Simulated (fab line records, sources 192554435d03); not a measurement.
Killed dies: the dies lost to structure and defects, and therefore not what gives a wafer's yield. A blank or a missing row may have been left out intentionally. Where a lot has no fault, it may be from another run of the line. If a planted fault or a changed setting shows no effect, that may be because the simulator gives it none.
Comparing a struck lot with a sound one	flow n5-finfet	19 steps out of a route of 1938
Sound: these wafers, L445.3, L445.4, L445.5. Wafers struck: L438.3, L438.5, L438.6. The cause is given at the end.
Order at every step that has rows: each side's tool, ch and its chambers, its first start. Under that, the readings that differ: sound wafers	struck wafers	difference of the means	sigmas: that difference in standard deviations of wafers without a fault.
alike: readings with means less than 2 such deviations apart, plus words and numbers identical on both sides. not compared: withheld readings, readings lacking a value on some wafer, bounds such as >300 that could conceal the same value, and numbers that have no deviation in the record and whose values overlap.
The two part at a step that has a row with sigmas, a row that says differs or no value, or rows on one side only. Non-overlapping numbers with no deviation appear without sigmas and do not part them. A reading that every wafer of one side lacks parts them only if that side has two wafers or more.

first, 7 steps without rows for these wafers: N5_BEOL_M11_COAT_60 (time 60 s, resist thk 30 nm); N5_BEOL_M11_COAT_05 (resist thk 90 nm); N5_BEOL_M11_EBR_07; N5_BEOL_M11_SOFTBAKE_06 (time 60 s); N5_BEOL_M11_EXPOSE_08 (exposes mask M11); N5_BEOL_M11_PEB_09 (peb time 60 s); N5_BEOL_M11_DEVELOP_10 (develop time 30 s).
N5_BEOL_M11_CD_MEAS_11: the cd target is 64.1 nm.
  sound on cd-sem-01 ch 0, day 13 03:04; struck on cd-sem-03 ch 0, day 11 12:11
  alike: cd-nm
N5_BEOL_M11_OVL_MEAS_12:
  sound on overlay-01 ch 0, day 13 03:05; struck on overlay-01 ch 0, day 11 12:13
  alike: M11_OVL
N5_BEOL_M11_INSPECT_13: inspects for defects (brightfield).
  sound on defect-inspect-01 at day 13 03:07; struck on defect-inspect-01 at day 11 12:14
reading	sound	struck	difference	sigmas
raw-defect-count	398 609 561	353 348 289	-193	-2
N5_BEOL_M11_DESCUM_16: chemistry O2, time 7.9 s.
  sound on rie-diel-02 ch 1,2,3, day 13 03:16; struck on rie-diel-06 ch 1,2,3, day 11 12:16
  alike: drypump-motor-current-A, o2-flow-sccm, oes-product-au, rf-vpp-V, showerhead-plenum-p-Torr, throttle-valve-pct
  not compared: rf-hours-counter-h
N5_BEOL_M11_ETCH_61: etches SiARC in CF4, target depth 39 nm, time 65 s.
  sound on rie-diel-02 ch 1,2,3, day 13 03:17; struck on rie-diel-06 ch 1,2,3, day 11 12:18
  alike: bias-w, cf4-flow-sccm, drypump-motor-current-A, etch-rf-on-time-s, oes-product-au, rf-vpp-V, showerhead-plenum-p-Torr, throttle-valve-pct
  not compared: rf-hours-counter-h
N5_BEOL_M11_ETCH_62: etches SOC in N2/H2, target depth 110 nm, overetch 22 nm, time 165 s.
  sound on rie-diel-02 ch 1,2,3, day 13 03:20; struck on rie-diel-06 ch 1,2,3, day 11 12:21
  no value came back on the struck wafers for any of 9 readings (bias-w (W), chamber-pressure-mTorr (mTorr) and others); on the sound wafers bias-w (W) reads 149.7 149.7 150.5
reading	sound	struck	difference	sigmas
model.CAR-ArF_of_BEOL_M11_COAT_05.thk-nm (nm)	0 0 0	55.6 55.8 55.8	+55.7	
model.SiARC_of_BEOL_M11_COAT_60.thk-nm (nm)	23.6 23.4 23.4	30.2 30 30	+6.6	
  not compared: rf-hours-counter-h
then, 1 step without rows for these wafers: N5_BEOL_M11_STRIP_68 (strips in N2/H2).
N5_BEOL_M11_STRIP_67: strips in CF4.
  sound on rie-diel-02 ch 1,2,3, day 13 03:29; struck on rie-diel-06 ch 1,2,3, day 11 12:29
  alike: drypump-motor-current-A, oes-product-au, rf-vpp-V, showerhead-plenum-p-Torr, throttle-valve-pct
  not compared: rf-hours-counter-h
N5_BEOL_M11_HM_OPEN_17: chemistry Cl2/BCl3, target TiN, target depth 20 nm, overetch 6 nm.
  sound on rie-metal-02 ch 0,1, day 13 03:34; struck on rie-metal-02 ch 0,1, day 11 12:34
reading	sound	struck	difference	sigmas
oes-product-au (a.u.)	0.63 0.60 0.63	0.26 0.28 0.26	-0.35	-4
throttle-valve-pct (%)	22.09 22.02 22.08	22.67 22.73 22.66	+0.62	+6
  alike: drypump-motor-current-A, mfc-cl2-sccm
  not compared: rf-hours-counter-h
N5_BEOL_M11_STRIP_19: strips in O2.
  sound on rie-diel-05 ch 0,1, day 13 03:38; struck on rie-diel-02 ch 2,3, day 11 12:39
  alike: drypump-motor-current-A, o2-flow-sccm, oes-product-au, rf-vpp-V, showerhead-plenum-p-Torr, throttle-valve-pct
  not compared: rf-hours-counter-h
N5_BEOL_M11_CD_MEAS_18: pitch 140 nm, target cd 70 nm.
  sound on cd-sem-01 at day 13 03:43; struck on cd-sem-01 at day 11 12:43
reading	sound	struck	difference	sigmas
cd-nm (nm)	68.6 69.3 69.0	- - -	no value on the struck wafers	
then, 1 step without rows for these wafers: N5_BEOL_M11_COAT_63 (time 60 s, resist thk 100 nm).

## WHERE THEY PART
At N5_BEOL_M11_INSPECT_13 first; at N5_BEOL_M11_CD_MEAS_18 last (within this record only).

WHY: the cause the simulator had injected
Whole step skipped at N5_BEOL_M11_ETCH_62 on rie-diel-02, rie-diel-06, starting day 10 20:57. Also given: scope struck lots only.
